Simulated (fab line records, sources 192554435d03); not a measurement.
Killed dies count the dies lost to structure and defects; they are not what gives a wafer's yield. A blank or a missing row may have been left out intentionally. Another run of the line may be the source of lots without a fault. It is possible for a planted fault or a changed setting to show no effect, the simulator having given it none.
Matching of chambers / flow n5 finfet / N5_HKMG_FIN_STRIP_89 on rie diel-06 has 4 sister chambers
The step strips SOC in N2/H2, time 20 s. 8 wafers are shown with their chamber, then 9 later ones without.

EACH WAFER AND ITS CHAMBER
wafer=L081.1; chamber=3; drypump motor current A (A)=6.7; throttle valve pct (%)=19.3
wafer=L084.5; chamber=1; drypump motor current A (A)=4.8; throttle valve pct (%)=18.9
wafer=L084.6; chamber=2; drypump motor current A (A)=5.4; throttle valve pct (%)=19.6
wafer=L086.3; chamber=2; drypump motor current A (A)=5.4; throttle valve pct (%)=19.6
wafer=L086.4; chamber=0; drypump motor current A (A)=5.2; throttle valve pct (%)=19.3
wafer=L087.2; chamber=1; drypump motor current A (A)=4.9; throttle valve pct (%)=18.9
wafer=L087.3; chamber=0; drypump motor current A (A)=5.2; throttle valve pct (%)=19.3
wafer=L087.4; chamber=3; drypump motor current A (A)=6.7; throttle valve pct (%)=18.9

WAFERS WHOSE CHAMBER IS MISSING
wafer=L088.2; drypump motor current A (A)=5.2; throttle valve pct (%)=19.3
wafer=L088.5; drypump motor current A (A)=5.4; throttle valve pct (%)=19.6
wafer=L088.6; drypump motor current A (A)=6.7; throttle valve pct (%)=18.9
wafer=L091.2; drypump motor current A (A)=4.9; throttle valve pct (%)=19.0
wafer=L091.4; drypump motor current A (A)=6.7; throttle valve pct (%)=18.9
wafer=L091.5; drypump motor current A (A)=5.2; throttle valve pct (%)=19.3
wafer=L096.2; drypump motor current A (A)=6.7; throttle valve pct (%)=18.9
wafer=L096.4; drypump motor current A (A)=5.2; throttle valve pct (%)=19.3
wafer=L096.6; drypump motor current A (A)=5.2; throttle valve pct (%)=19.3

WHICH CHAMBER EACH ONE RAN IN
wafer=L088.2; from the rows above=0; in truth=0
wafer=L088.5; from the rows above=2; in truth=2
wafer=L088.6; from the rows above=3; in truth=3
wafer=L091.2; from the rows above=1; in truth=1
wafer=L091.4; from the rows above=3; in truth=3
wafer=L091.5; from the rows above=0; in truth=0
wafer=L096.2; from the rows above=3; in truth=3
wafer=L096.4; from the rows above=0; in truth=0
wafer=L096.6; from the rows above=0; in truth=0
9 of 9 placed correctly. Not placeable from these rows: 0. Placed wrongly: 0.
How it was worked out, from the rows above alone: a wafer's distance from a chamber is the root of the sum, over the readings, of the square of ((its reading less the chamber's mean) divided by the reading's scatter). The wafer belongs to the nearest chamber; if the next one is less than 2 further off, it can't be placed. For every chamber, the mean is computed from those of its wafers that are shown. The scatter is the square root of a quotient: the sum, over the shown wafers, of each reading's squared deviation from its chamber's mean, divided by wafers minus chambers.
